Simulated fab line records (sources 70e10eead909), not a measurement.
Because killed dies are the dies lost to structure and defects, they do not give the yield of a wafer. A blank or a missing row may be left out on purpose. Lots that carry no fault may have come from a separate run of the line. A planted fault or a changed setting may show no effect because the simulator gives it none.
Chamber matching || flow nandHarc || 4 sister chambers for NHARC_A_STAIRCASE_STRIP_476 on rieDiel-06
The step strips in O2, time 20 s. 8 wafers are shown with their chamber, then 8 later ones without.

== EACH WAFER AND ITS CHAMBER ==
{"wafer": "L077.4", "chamber": 2, "drypumpMotorCurrentA (A)": 5.6, "oesProductAu (a.u.)": 1.001}
{"wafer": "L078.4", "chamber": 2, "drypumpMotorCurrentA (A)": 5.6, "oesProductAu (a.u.)": 0.992}
{"wafer": "L081.1", "chamber": 1, "drypumpMotorCurrentA (A)": 6.0, "oesProductAu (a.u.)": 0.999}
{"wafer": "L081.5", "chamber": 0, "drypumpMotorCurrentA (A)": 5.8, "oesProductAu (a.u.)": 0.999}
{"wafer": "L086.1", "chamber": 3, "drypumpMotorCurrentA (A)": 5.8, "oesProductAu (a.u.)": 1.005}
{"wafer": "L086.4", "chamber": 1, "drypumpMotorCurrentA (A)": 6.0, "oesProductAu (a.u.)": 1.019}
{"wafer": "L086.6", "chamber": 0, "drypumpMotorCurrentA (A)": 5.8, "oesProductAu (a.u.)": 0.987}
{"wafer": "L089.4", "chamber": 3, "drypumpMotorCurrentA (A)": 5.7, "oesProductAu (a.u.)": 1.026}

== WAFERS WHOSE CHAMBER IS MISSING ==
{"wafer": "L089.5", "drypumpMotorCurrentA (A)": 6.0, "oesProductAu (a.u.)": 1.019}
{"wafer": "L089.6", "drypumpMotorCurrentA (A)": 5.8, "oesProductAu (a.u.)": 0.995}
{"wafer": "L091.3", "drypumpMotorCurrentA (A)": 6.0, "oesProductAu (a.u.)": 0.993}
{"wafer": "L091.4", "drypumpMotorCurrentA (A)": 5.6, "oesProductAu (a.u.)": 1.023}
{"wafer": "L091.5", "drypumpMotorCurrentA (A)": 5.5, "oesProductAu (a.u.)": 1.018}
{"wafer": "L094.1", "drypumpMotorCurrentA (A)": 6.0, "oesProductAu (a.u.)": 1.010}
{"wafer": "L094.3", "drypumpMotorCurrentA (A)": 5.8, "oesProductAu (a.u.)": 0.989}
{"wafer": "L094.4", "drypumpMotorCurrentA (A)": 5.7, "oesProductAu (a.u.)": 0.989}

== CHAMBER TAKEN BY EACH ==
{"wafer": "L089.5", "from the rows above": 1, "in truth": 1}
{"wafer": "L089.6", "from the rows above": 0, "in truth": 0}
{"wafer": "L091.3", "from the rows above": 1, "in truth": 1}
{"wafer": "L091.4", "from the rows above": "can't be placed: 2 or 3", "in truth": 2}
{"wafer": "L091.5", "from the rows above": 2, "in truth": 2}
{"wafer": "L094.1", "from the rows above": 1, "in truth": 1}
{"wafer": "L094.3", "from the rows above": 0, "in truth": 0}
{"wafer": "L094.4", "from the rows above": "can't be placed: 3 or 0 or 2", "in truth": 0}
Placed correctly: 6 of 8. Can't be placed from these rows: 2 (the true chamber is among the candidates in 2). 0 placed wrongly.
How it was worked out, from the rows above alone: a wafer's distance from a chamber is the root of the sum, over the readings, of the square of ((its reading less the chamber's mean) divided by the reading's scatter). The wafer belongs to the nearest chamber; if the next one is less than 2 further off, it can't be placed. Each chamber's mean is taken over the wafers shown for it. How the scatter is found: for the shown wafers, subtract from each reading the mean of its chamber, square and add these, divide the total by (wafers less chambers), then take the root.
